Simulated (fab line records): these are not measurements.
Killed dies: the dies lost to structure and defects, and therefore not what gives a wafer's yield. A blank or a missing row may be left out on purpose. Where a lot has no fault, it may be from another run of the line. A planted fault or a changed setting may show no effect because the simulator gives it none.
Which tool is to blame? ; flow n5_finfet ; 11 lots with 33 wafers sampled at 6 steps, on a route of 1938 steps

## WHAT THE GAUGES SHOWED, per wafer
N5_BEOL_M0_OCD_MEAS_108.
lot;measured;on;trench_depth_nm (nm)
L075;day 6 07:18;ocd-01;32.0 32.5 32.1
L078;day 6 23:06;ocd-01;33.2 32.2 33.0
L081;day 7 13:01;ocd-01;31.3 31.6 31.3
L083;day 8 02:06;ocd-02;31.8 32.7 32.0
L085;day 8 16:40;ocd-02;32.3 32.6 33.0
L087;day 8 23:01;ocd-02;33.3 32.2 32.2
L089;day 9 09:18;ocd-01;32.9 32.7 33.6
L091;day 9 22:49;ocd-01;32.8 34.0 33.2
L093;day 10 15:11;ocd-01;33.0 32.0 33.6
L094;day 11 02:13;ocd-02;31.3 31.0 32.3
L097;day 11 23:33;ocd-02;32.7 32.7 32.7

## WHICH TOOL RAN EACH LOT (tool, then ch and the chambers of the sampled wafers, then the start)
lot;N5_BEOL_M0_SAQP_ALD_48;N5_BEOL_M0_CUTY_ETCH_63;N5_BEOL_M0_ETCH_138;N5_BEOL_M0_STRIP_104;N5_BEOL_M0_STRIP_142
L075;ald_sin-02 ch 0,1,2, day 5 23:37;rie_diel-03 ch 1,2,3, day 6 00:41;rie_diel-03 ch 1,2,3, day 6 00:49;rie_diel-03 ch 0,1,3, day 6 06:58;rie_diel-03 ch 0,1,3, day 6 07:13
L078;ald_sin-01 ch 0,1,3, day 6 20:20;rie_diel-06 ch 0,1,3, day 6 21:33;rie_diel-06 ch 0,1,3, day 6 21:40;rie_diel-01 ch 0,1,2, day 6 22:50;rie_diel-01 ch 0,1,3, day 6 23:01
L081;ald_sin-02 ch 0,1,2, day 7 10:37;rie_diel-01 ch 0,1,3, day 7 11:52;rie_diel-01 ch 0,1,3, day 7 11:59;rie_diel-06 ch 0,1,3, day 7 12:35;rie_diel-03 ch 0,2, day 7 12:56
L083;ald_sin-04 ch 0,3, day 7 22:52;rie_diel-06 ch 0,3, day 7 23:56;rie_diel-06 ch 0,3, day 8 00:03;rie_diel-01 ch 2,3, day 8 01:47;rie_diel-01 ch 1,2, day 8 02:01
L085;ald_sin-04 ch 1,2,3, day 8 12:32;rie_diel-03 ch 0,1, day 8 14:07;rie_diel-03 ch 0,1, day 8 14:14;rie_diel-06 ch 0,3, day 8 16:23;rie_diel-06 ch 0,3, day 8 16:34
L087;ald_sin-04 ch 1,2,3, day 8 20:40;rie_diel-01 ch 0,2,3, day 8 21:56;rie_diel-01 ch 0,2,3, day 8 22:04;rie_diel-03 ch 2,3, day 8 22:45;rie_diel-06 ch 0,3, day 8 22:56
L089;ald_sin-04 ch 0,1,2, day 9 06:32;rie_diel-03 ch 1,2, day 9 07:44;rie_diel-03 ch 1,2, day 9 07:52;rie_diel-01 ch 2,3, day 9 08:52;rie_diel-03 ch 1,3, day 9 09:13
L091;ald_sin-01 ch 0,1,2, day 9 20:32;rie_diel-06 ch 0,1,2, day 9 21:43;rie_diel-06 ch 0,1,2, day 9 21:50;rie_diel-01 ch 0,1,2, day 9 22:10;rie_diel-03 ch 0,1,3, day 9 22:44
L093;ald_sin-01 ch 0,1,2, day 10 13:19;rie_diel-01 ch 0,1,2, day 10 14:23;rie_diel-01 ch 0,1,2, day 10 14:30;rie_diel-03 ch 1,3, day 10 14:50;rie_diel-01 ch 0,1,2, day 10 15:07
L094;ald_sin-01 ch 1,2,3, day 10 20:33;rie_diel-03 ch 2,3, day 10 21:46;rie_diel-03 ch 2,3, day 10 21:53;rie_diel-03 ch 0,1,3, day 11 00:31;rie_diel-03 ch 2,3, day 11 02:08
L097;ald_sin-04 ch 0,2, day 11 09:38;rie_diel-06 ch 0,2,3, day 11 10:41;rie_diel-06 ch 0,2,3, day 11 10:49;rie_diel-06 ch 2,3, day 11 23:17;rie_diel-03 ch 0,1,3, day 11 23:28
- N5_BEOL_M0_SAQP_ALD_48: deposits SiO2, target thk 20 nm, pulse time 1 s, co reactant pulse time 1 s.
- N5_BEOL_M0_CUTY_ETCH_63: etches SOC in N2/H2, target depth 82.7 nm, overetch 16.5 nm, time 124 s.
- N5_BEOL_M0_ETCH_138: etches SiCN in CH3F/O2, target depth 12 nm, time 31.6 s.
- N5_BEOL_M0_STRIP_104: strips in N2/H2.
- N5_BEOL_M0_STRIP_142: strips in N2/H2, time 10 s.

## THE ANSWER, worked out from the rows above alone
Rule: usual is defined by the lots themselves. The widest of any qualifying gaps counts: lots, ordered by their means at a reading, are off when they make up no more than a third of the lots, leave a main group of 4 or more, and stand apart from it by 3 or more times the standard deviation of that group's means. If all means in a main group match to the digits the tables above print for the reading, that group is not used. Also off: a lot with no number at a reading for which 4 or more lots have one. The other lots that the step has rows for count as sound.
No lot is off on any of the readings shown, so nothing can be concluded from this.

## WHAT HAD BEEN PUT IN BY THE SIMULATOR
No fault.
